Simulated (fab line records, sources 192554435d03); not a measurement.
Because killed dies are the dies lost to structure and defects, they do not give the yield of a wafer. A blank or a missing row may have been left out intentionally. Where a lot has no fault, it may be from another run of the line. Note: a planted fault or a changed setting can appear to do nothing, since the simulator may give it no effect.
fab line records	flow n5_finfet
[record] lots = 6	wafers = 18	last_day = 18
route steps=1938 shown BEOL_M2@898 BEOL_M3@931 PASSIVATION@1936
lots that met no fault: from a run of the same line without faults
start_h: hours from the record's first day to the start of the lot's first wafer shown	wait_h: hours from the lot's prior step to this one	" same as the row above	L1.1+2: one row covering several wafers at once	- no value, or no start was given	* or withheld: withheld	< > ~ a bound
route shown NAME@n: a module of which the file shows steps, and the number in the route of the first	usual: average and standard deviation across the fault-free wafers	same: alike in all rows	chamber/n: place in a boat	sites: each site's reading	_std_site: how widely they spread, as a standard deviation	_edge_site: mean of outer sites minus mean of inner sites	radius_mm: how far each site lies from the wafer's centre	mask NAME#n: copy n	behind: the most recent tool/chamber to have shaped the wafer	hold: why the lot was held/for how many hours/how that ended	device: which transistor (n, p or np) failed to switch	end of line: the same wafers' tests at the end of the route	a step without rows: its recipe alone	killed: dies lost to structure and defects at the first sort, not the wafer's yield	map: a wafer's dies, x killed, . not, _ none there
set.NAME: the setting that was run; set.NAME@STEP: the one run at that earlier step	model.NAME: the simulator's own value behind a step, which no gauge read
certain route steps with their lots: each step a table, each wafer a row
services: from which hour (start_h, from the record's first day; less than 0 if before it) a tool's chamber was out of use, for how many hours, and why
[[steps]]
[step N5_BEOL_M2_CD_MEAS_35]
[recipe] target_cd_nm = 18	target_cd_y_nm = 22.2	polarity = opening
[usual] cd_nm = 18.0/0.32
lot.wafer	tool	chamber	start_h	wait_h	cd_nm
L671.3	cd_sem-03	-	139.43	0.0	17.5
L671.4	"	-	"	"	17.4
L671.5	"	-	"	"	17.2
L674.1	cd_sem-03	-	159.60	0.0	17.9
L674.3	"	-	"	"	18.2
L674.4	"	-	"	"	18.1
L677.1	cd_sem-02	-	181.83	0.0	18.0
L677.2	"	-	"	"	17.5
L677.4	"	-	"	"	17.6
L682.2	cd_sem-03	-	199.56	0.0	18.4
L682.3	"	-	"	"	18.5
L682.4	"	-	"	"	18.1
L691.1	cd_sem-01	-	263.52	0.0	18.2
L691.4	"	-	"	"	17.8
L691.6	"	-	"	"	17.7
L693.1	cd_sem-02	-	284.60	0.0	18.5
L693.2	"	-	"	"	18.2
L693.6	"	-	"	"	18.2
[step N5_BEOL_M2_DEGAS_44]
[recipe] ambient = vacuum	temp_c = 250	time_s = 60
[usual] heater_power_w = 332/35
lot.wafer	tool	chamber	start_h	wait_h	heater_power_w
L671.3	pvd_sputter-01	-	139.78	0.3	324
L671.4	"	-	"	"	344
L671.5	"	-	"	"	333
L674.1	pvd_sputter-02	-	160.22	0.6	306
L674.3	"	-	"	"	318
L674.4	"	-	"	"	378
L677.1	pvd_sputter-03	-	182.14	0.3	266
L677.2	"	-	"	"	358
L677.4	"	-	"	"	336
L682.2	pvd_sputter-02	-	200.07	0.5	315
L682.3	"	-	"	"	300
L682.4	"	-	"	"	290
L691.1	pvd_sputter-02	-	263.96	0.4	315
L691.4	"	-	"	"	298
L691.6	"	-	"	"	297
L693.1	pvd_sputter-01	-	285.05	0.4	322
L693.2	"	-	"	"	336
L693.6	"	-	"	"	335
[step N5_BEOL_M2_PRE_CLEAN_45]
[recipe] gas = H2/He	time_s = 30	temp_c = 250
[usual] heater_power_w = 333/35
lot.wafer	tool	chamber	start_h	wait_h	heater_power_w
L671.3	pvd_sputter-01	-	139.82	0.0	320
L671.4	"	-	"	"	347
L671.5	"	-	"	"	336
L674.1	pvd_sputter-02	-	160.26	0.0	293
L674.3	"	-	"	"	310
L674.4	"	-	"	"	376
L677.1	pvd_sputter-03	-	182.18	0.0	275
L677.2	"	-	"	"	372
L677.4	"	-	"	"	331
L682.2	pvd_sputter-02	-	200.11	0.0	316
L682.3	"	-	"	"	291
L682.4	"	-	"	"	296
L691.1	pvd_sputter-02	-	264.00	0.0	318
L691.4	"	-	"	"	297
L691.6	"	-	"	"	299
L693.1	pvd_sputter-01	-	285.09	0.0	323
L693.2	"	-	"	"	350
L693.6	"	-	"	"	345
[step N5_BEOL_M2_ALD_84]
[recipe] material = TaN	target_thk_a = *	temp_c = 275	ald_precursor_family = PDMAT	ald_co_reactant = NH3	pressure_torr = 3	carrier_flow_sccm = 1500	pulse_time_s = 2	purge_time_s = 3	co_reactant_purge_time_s = 2	co_reactant_pulse_time_s = 3	ald_cycles = 30	precursor_vessel_temp_c = 75	precursor_vessel_pressure_torr = 26.25	precursor_vessel_carrier_sccm = 1000
[step N5_BEOL_M2_SURFACE_TREAT_85]
[recipe] gas = Ar	time_s = *	ion_energy_ev = *	ion_current_ma_cm2 = 0.5	pressure_mtorr = *	ar_flow_sccm = 30
[step N5_BEOL_M2_CVD_47]
[recipe] material = Co	target_thk_a = 30	temp_c = withheld	precursor = CCTBA/H2	pressure_torr = 30	time_s = 223.8
[step N5_BEOL_M2_SPUTTER_48]
[recipe] material = Cu	target_thk_a = 45	temp_c = -20	chamber_pressure_pa = 0.07	power_w = withheld	time_s = 8.29
[step N5_BEOL_M2_ANNEAL_49]
[recipe] temp_c = 400	time_s = 240	ambient = vacuum
[step N5_BEOL_M2_SPUTTER_79]
[recipe] material = Cu	target_thk_a = 45	temp_c = -20	chamber_pressure_pa = 0.07	power_w = withheld	time_s = 8.29
[step N5_BEOL_M2_ANNEAL_80]
[recipe] temp_c = 400	time_s = 240	ambient = vacuum
[step N5_BEOL_M2_SPUTTER_81]
[recipe] material = Cu	target_thk_a = 45	temp_c = -20	chamber_pressure_pa = 0.07	power_w = withheld	time_s = 8.29
[step N5_BEOL_M2_ANNEAL_82]
[recipe] temp_c = 400	time_s = 240	ambient = vacuum
[step N5_BEOL_M2_SPUTTER_86]
[recipe] material = Cu	target_thk_a = 45	temp_c = -20	chamber_pressure_pa = 0.07	power_w = withheld	time_s = 8.29
[usual] substrate_temp_c = -19.99/0.1	throttle_valve_pct = 29.8/1
lot.wafer	tool	chamber	start_h	wait_h	substrate_temp_c	throttle_valve_pct
L671.3	pvd_sputter-02	-	141.43	0.1	-20.04	27.7
L671.4	"	-	"	"	-20.15	29.9
L671.5	"	-	"	"	-20.00	27.8
L674.1	pvd_sputter-02	-	161.60	0.1	-19.97	27.8
L674.3	"	-	"	"	-19.88	30.3
L674.4	"	-	"	"	-20.04	29.8
L677.1	pvd_sputter-02	-	183.72	0.1	-19.92	30.0
L677.2	"	-	"	"	-20.05	27.8
L677.4	"	-	"	"	-20.09	30.5
L682.2	pvd_sputter-02	-	201.37	0.1	-20.09	30.6
L682.3	"	-	"	"	-20.19	29.9
L682.4	"	-	"	"	-20.09	27.4
L691.1	pvd_sputter-03	-	265.25	0.1	-19.93	31.6
L691.4	"	-	"	"	-19.81	29.5
L691.6	"	-	"	"	-19.76	29.7
L693.1	pvd_sputter-02	-	286.48	0.1	-20.01	27.6
L693.2	"	-	"	"	-19.87	29.6
L693.6	"	-	"	"	-20.00	27.9
[step N5_BEOL_M2_ANNEAL_87]
[recipe] temp_c = 400	time_s = 240	ambient = vacuum
[step N5_BEOL_M2_SPUTTER_88]
[recipe] material = Cu	target_thk_a = 45	temp_c = -20	chamber_pressure_pa = 0.07	power_w = withheld	time_s = 8.29
[step N5_BEOL_M2_ANNEAL_89]
[recipe] temp_c = 400	time_s = 240	ambient = vacuum
[step N5_BEOL_M2_SPUTTER_90]
[recipe] material = Cu	target_thk_a = 45	temp_c = -20	chamber_pressure_pa = 0.07	power_w = withheld	time_s = 8.29
[step N5_BEOL_M2_ANNEAL_91]
[recipe] temp_c = 400	time_s = 240	ambient = vacuum
[step N5_BEOL_M2_SPUTTER_92]
[recipe] material = Cu	target_thk_a = 45	temp_c = -20	chamber_pressure_pa = 0.07	power_w = withheld	time_s = 8.29
[step N5_BEOL_M2_ANNEAL_93]
[recipe] temp_c = 400	time_s = 240	ambient = vacuum
[step N5_BEOL_M2_SPUTTER_94]
[recipe] material = Cu	target_thk_a = 45	temp_c = -20	chamber_pressure_pa = 0.07	power_w = withheld	time_s = 8.29
[usual] substrate_temp_c = -20.01/0.1	throttle_valve_pct = 29.8/1
lot.wafer	tool	chamber	start_h	wait_h	substrate_temp_c	throttle_valve_pct
L671.3	pvd_sputter-02	-	142.31	0.1	-20.12	27.7
L671.4	"	-	"	"	-20.24	29.9
L671.5	"	-	"	"	-20.09	27.7
L674.1	pvd_sputter-02	-	162.48	0.1	-19.80	27.8
L674.3	"	-	"	"	-19.99	30.7
L674.4	"	-	"	"	-20.04	29.7
L677.1	pvd_sputter-02	-	184.60	0.1	-20.29	29.9
L677.2	"	-	"	"	-19.94	27.8
L677.4	"	-	"	"	-20.04	30.4
L682.2	pvd_sputter-02	-	202.25	0.1	-19.94	30.8
L682.3	"	-	"	"	-20.01	29.8
L682.4	"	-	"	"	-19.84	27.9
L691.1	pvd_sputter-03	-	266.13	0.1	-19.99	31.5
L691.4	"	-	"	"	-20.11	29.5
L691.6	"	-	"	"	-20.02	29.6
L693.1	pvd_sputter-02	-	287.36	0.1	-19.83	27.3
L693.2	"	-	"	"	-19.88	29.9
L693.6	"	-	"	"	-20.02	27.7
[step N5_BEOL_M2_ANNEAL_95]
[recipe] temp_c = 400	time_s = 240	ambient = vacuum
[step N5_BEOL_M2_SPUTTER_96]
[recipe] material = Cu	target_thk_a = 45	temp_c = -20	chamber_pressure_pa = 0.07	power_w = withheld	time_s = 8.29
[step N5_BEOL_M2_ECD_50]
[recipe] material = Cu	target_thk_a = 3000
[step N5_BEOL_M2_ANNEAL_51]
[recipe] temp_c = 225	time_s = 90	ambient = N2
[usual] wafer_temp_C_max = 226.0/0.33
lot.wafer	tool	chamber	start_h	wait_h	wafer_temp_C_max
L671.3	rtp_anneal-01	0	142.81	0.1	226.3
L671.4	"	0	"	"	226.3
L671.5	"	0	"	"	226.4
L674.1	rtp_anneal-02	0	162.90	0.1	225.6
L674.3	"	0	"	"	226.2
L674.4	"	0	"	"	225.7
L677.1	rtp_anneal-01	0	185.03	0.1	226.3
L677.2	"	0	"	"	226.2
L677.4	"	0	"	"	225.8
L682.2	rtp_anneal-01	0	202.71	0.1	226.2
L682.3	"	0	"	"	226.7
L682.4	"	0	"	"	226.0
L691.1	rtp_anneal-02	0	266.59	0.1	225.9
L691.4	"	0	"	"	225.9
L691.6	"	0	"	"	225.8
L693.1	rtp_anneal-01	0	287.99	0.3	226.6
L693.2	"	0	"	"	226.3
L693.6	"	0	"	"	226.3
[step N5_BEOL_M2_CMP_52]
[recipe] stop_on = SiOC	t_overpolish_s = 6.8	down_force_psi = 1	platen_rpm = 50	clearing_platen_down_force_psi = 1.5	clearing_platen_rpm = 50	post_cmp_clean = cu_alkaline	target_thk_nm = 40	clearing_platen_pad_velocity_m_s = 0.99484	pad_velocity_m_s = 0.99484
[step N5_BEOL_M2_PRE_CLEAN_60]
[recipe] gas = NH3/H2	time_s = 15	temp_c = *	rf_power_w = 300
[usual] heater_power_w = 84/11
lot.wafer	tool	chamber	start_h	wait_h	heater_power_w	since_wet_clean_h
L671.3	cvd_co-01	0	143.35	0.0	91	685
L671.4	"	1	"	"	66	-
L671.5	"	2	"	"	91	-
L674.1	cvd_co-02	1	163.52	0.0	71	27
L674.3	"	0	"	"	89	924
L674.4	"	1	"	"	70	-
L677.1	cvd_co-02	1	185.72	0.1	72	49
L677.2	"	0	"	"	87	946
L677.4	"	1	"	"	71	-
L682.2	cvd_co-01	1	203.29	0.0	64	1182
L682.3	"	0	"	"	94	745
L682.4	"	1	"	"	65	-
L691.1	cvd_co-02	1	267.25	0.1	70	131
L691.4	"	2	"	"	95	-
L691.6	"	0	"	"	89	-
L693.1	cvd_co-02	2	288.61	0.0	96	589
L693.2	"	0	"	"	90	1049
L693.6	"	0	"	"	89	-
[step N5_BEOL_M2_CO_CAP_55]
[recipe] material = Co	target_thk_a = 20	temp_c = 200	precursor = CCTBA/H2	pressure_torr = 30	time_s = 102.1
[step N5_BEOL_M2_PRE_CLEAN_56]
[recipe] gas = NH3	time_s = 15	temp_c = withheld	rf_power_w = 300
[step N5_BEOL_M2_DEP_57]
[recipe] material = SiCN	target_thk_a = 80	temp_c = withheld	precursor = 3MS/NH3	pressure_torr = 3	rf_w = 202	time_s = 14
[step N5_BEOL_M2_RS_MEAS_58]
[recipe] thk_meas_gauge = four-point-probe	reads = Co_of_BEOL_M2_CO_CAP_55+Cu_of_BEOL_M2_ECD_50+Co_of_BEOL_M2_CVD_47+TaN_of_BEOL_M2_ALD_84
[usual] M2_RS = 0.68/0.03
lot.wafer	tool	chamber	start_h	wait_h	M2_RS[ohm/sq]
L671.3	film_metro-02	-	143.58	0.1	0.69
L671.4	"	-	"	"	0.66
L671.5	"	-	"	"	0.69
L674.1	film_metro-02	-	163.75	0.0	0.69
L674.3	"	-	"	"	0.65
L674.4	"	-	"	"	0.65
L677.1	film_metro-02	-	185.94	0.0	0.66
L677.2	"	-	"	"	0.66
L677.4	"	-	"	"	0.65
L682.2	film_metro-01	-	203.52	0.1	0.66
L682.3	"	-	"	"	0.70
L682.4	"	-	"	"	0.67
L691.1	film_metro-01	-	267.47	0.0	0.69
L691.4	"	-	"	"	0.68
L691.6	"	-	"	"	0.66
L693.1	film_metro-02	-	288.84	0.0	0.71
L693.2	"	-	"	"	0.68
L693.6	"	-	"	"	0.67
[step N5_BEOL_M3_ILD_DEP_00]
[recipe] material = SiOC	target_thk_a = 790	temp_c = 350	precursor = DEMS/O2	pressure_torr = 5	rf_w = 500	time_s = 15.3
[step N5_BEOL_M3_THK_MEAS_01]
[recipe] reads = SiOC_of_BEOL_M3_ILD_DEP_00
[usual] M3_ILD_THK = 79.3/0.96
lot.wafer	tool	chamber	start_h	wait_h	M3_ILD_THK[nm]
L671.3	film_metro-01	-	143.72	0.1	81.0
L671.4	"	-	"	"	79.9
L671.5	"	-	"	"	80.1
L674.1	film_metro-02	-	163.88	0.0	79.0
L674.3	"	-	"	"	78.0
L674.4	"	-	"	"	79.2
L677.1	film_metro-01	-	186.07	0.0	77.6
L677.2	"	-	"	"	78.7
L677.4	"	-	"	"	80.1
L682.2	film_metro-01	-	203.67	0.1	78.4
L682.3	"	-	"	"	79.3
L682.4	"	-	"	"	79.9
L691.1	film_metro-01	-	267.60	0.0	78.2
L691.4	"	-	"	"	80.0
L691.6	"	-	"	"	79.6
L693.1	film_metro-02	-	288.98	0.1	78.6
L693.2	"	-	"	"	79.2
L693.6	"	-	"	"	80.3
[step N5_BEOL_M3_PECVD_72]
[recipe] material = SiO2	target_thk_a = 160	temp_c = 400	precursor = TEOS/O2	pressure_torr = 5.5	rf_w = 450	teos_flow_sccm = 53.8	gas = O2	flow_sccm = 3000	time_s = 18
[step N5_BEOL_M3_HM_DEP_02]
[recipe] material = TiN	target_thk_a = 200	temp_c = 25	chamber_pressure_pa = 0.49996
[step N5_BEOL_M3_COAT_61]
[recipe] resist = SOC	temp_c = 250	time_s = 60	spin_rpm = 1500	resist_thk_nm = 60
[step N5_BEOL_M3_COAT_62]
[recipe] resist = SiARC	temp_c = 220	time_s = 60	spin_rpm = 1500	resist_thk_nm = 12
[step N5_BEOL_M3_COAT_73]
[recipe] resist = underlayer	temp_c = 205	time_s = 60	spin_rpm = 1500	resist_thk_nm = 5
[step N5_BEOL_M3_COAT_05]
[recipe] resist = CAR-EUV	spin_rpm = 1500	resist_thk_nm = 30
[step N5_BEOL_M3_EBR_07]
[recipe] solvent = PGMEA	ebr_width_mm = 1.5
[step N5_PASSIVATION_PROBE_49]
[usual] defect_limited_yield = 91.1/1.3	killed_at_M0_to_M3 = 34/10	killed_at_M4_up = 14/5.7	killed_at_contacts = 12/5.9	killed_at_front_end = 41/12	killed_at_other = 4/3.1	killed_dies = 105/15	killed_on_rim = 14/4.2	killed_open = 69/11	killed_short = 35/7.8	sort_bin_5_function = 5.3/0.81	sort_bin_6_memory = 3.3/0.75	sort_n_pass = 1075/15	sort_yield_pct = 91.1/1.3
[same] gross_dies = 1180	killed_at_back_side = 0	sort_bin_4_leakage[%] = 0	sort_bin_8_speed[%] = 0
lot.wafer	tool	chamber	start_h	wait_h	defect_limited_yield[%]	killed_at_M0_to_M3	killed_at_M4_up	killed_at_contacts	killed_at_front_end	killed_at_other	killed_dies	killed_on_rim	killed_open	killed_short	sort_bin_5_function[%]	sort_bin_6_memory[%]	sort_n_pass	sort_yield_pct[%]
L677.2	prober-01	-	316.69	0.1	85.1	103	30	7	35	1	176	30	63	31	8.9	3.4	1004	85.1
L682.2	prober-02	-	336.82	0.1	92.8	27	14	15	22	7	85	19	54	29	4.6	2.2	1095	92.8
L682.4	prober-02	-	336.92	0.2	84.9	113	16	17	30	2	178	26	53	42	9.5	3.1	1002	84.9
// killed by level:class
L677.2 BEOL_M2:unspecified=79 BEOL_M4:geometric_particle:open=18 FIN_SAQP:geometric_particle:open=7 GATE_CUT:geometric_particle:short=6 STI_FIN_REVEAL:geometric_particle:open=5 DUMMY_GATE:geometric_particle:open=5 MOL_CONTACT_COAG:geometric_particle:open=5 BEOL_M0_SAQP:geometric_particle:short=5
L682.2 BEOL_M2:geometric_particle:open=11 MOL_CONTACT_COAG:geometric_particle:open=9 MOL_CONTACT_COAG:geometric_particle:short=6 BEOL_M0_SAQP:geometric_particle:open=5 BEOL_M2:geometric_particle:short=5 STI_FIN_REVEAL:geometric_particle:open=4 BEOL_M4:geometric_particle:open=3 BEOL_M4:geometric_particle:short=3
L682.4 BEOL_M2:unspecified=83 BEOL_M2:geometric_particle:open=14 MOL_CONTACT_COAG:geometric_particle:open=9 MOL_CONTACT_COAG:geometric_particle:short=8 BEOL_M4:geometric_particle:open=8 GATE_CUT:geometric_particle:short=7 DUMMY_GATE:geometric_particle:short=5 FIN_SAQP:geometric_particle:short=4
// map L677.2 (x killed, . not)
_________________............________________
______________x.............x..._____________
___________................x.xx...x__________
__________......x.......x......x..xx_________
________.....................x.xxxxxxx_______
_______.............x..........xxxxxxxx______
______....................x.....xxxxxxxx_____
_____.....x.x...x.............x.xxxxxxxxx____
____......................x....xxxxxxxxxxx___
___..x...x......x............xxx.xxxxxxxxxx__
___.....................x......x.xxxxxxxxxx__
__x...............................xxxxxx.x.._
__........x....................x......x.x..._
_...x...........x.....................x...x..
_..x..........xx....................x........
_..............x......................x.x....
_x...........x..............................x
_..x...x......................x..............
_............xx.x.....x............x.........
_......xx.........................x..........
_.........x.x............x.................x.
__x.........x...x..................x........_
__..........x.................x....xx......._
___.....................x.x................__
___.........x.x..x....................x..x.__
____.....x........x..........x..........x.___
_____............x...........x...x.......____
______.............xx.x.......x.x......._____
_______.....xx........xx............x..______
________....x..........x........x....x_______
__________.........x......x........._________
___________.....x......x........x..__________
______________......x......x...._____________
_________________....x...x...________________
// map L682.4 (x killed, . not)
_________________............________________
______________.................x_____________
___________........x.........xxx.xx__________
__________...............x......xxxx_________
________.........x..............xxxxxx_______
_______.......x..........x..xx.xxxxxxxx______
______..x.x.................x..xxxxxxxxx_____
_____.....x.x................x.xxxxxxxxxx____
____...x........x.......x......xxxxxxxxxxx___
___...........................x....xxxxxxxx__
___..............................xxxxxxxxxx__
__.........................x.....xxx.xxxx.xx_
__.............x........x......x...x..x....._
_.................x..........x......x...xx...
_.....xx......x.x...............x....x....x..
_...................x......x..x..............
_........x.........................x.........
_...............................x............
_...x.................................x....x.
_............................................
_.................x.x....x...................
__.........x..........x.x.....xx.......x..x._
__...xx...x......................x.........._
___............x.........x........x........__
___.........x....x....x...x...x.........x..__
____....x..........x......x....x.......x..___
_____....x......x.....x..................____
______..........x...x.......x....x.xx..._____
_______............x..............x....______
________x..x..x..x.x..x...x..........._______
__________....x....................._________
___________..xx....x...x..x........__________
______________..x..............._____________
_________________............________________
[[services]]
tool	chamber	start_h	hours	kind
pvd_sputter-03	-	119.61	1.0	repair
cvd_co-02	-	140.76	6.0	pm
cvd_co-02	1	147.47	14.9	repair
pvd_sputter-02	-	222.72	1.7	repair
cvd_co-02	-	226.67	6.9	pm
cvd_co-01	1	260.99	2.6	repair
[[key]]
[first_sign] step = N5_PASSIVATION_PROBE_49	reading = killed_at_M0_to_M3	direction = up	sigmas = 7.5	usual = 34	struck = 108
[effect] step = N5_PASSIVATION_PROBE_49	reading = defect_limited_yield	direction = down	sigmas = 4.7	usual = 91.1	struck = 85.0
[more_kills_born_at] N5_BEOL_M2_SPUTTER_86@pvd_sputter-02 = 162
met_at N5_BEOL_M2_SPUTTER_86
struck_wafers L677.2,L682.4
onset_between 161.60 183.72
[fault] kind = chamber_particle_source	tool = pvd_sputter-02	chamber = -	onset_h = 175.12	steps = N5_BEOL_M2_SPUTTER_86	rate_per_visit_cm2 = 1.0004	end_h = 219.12	scope = struck_wafers_only
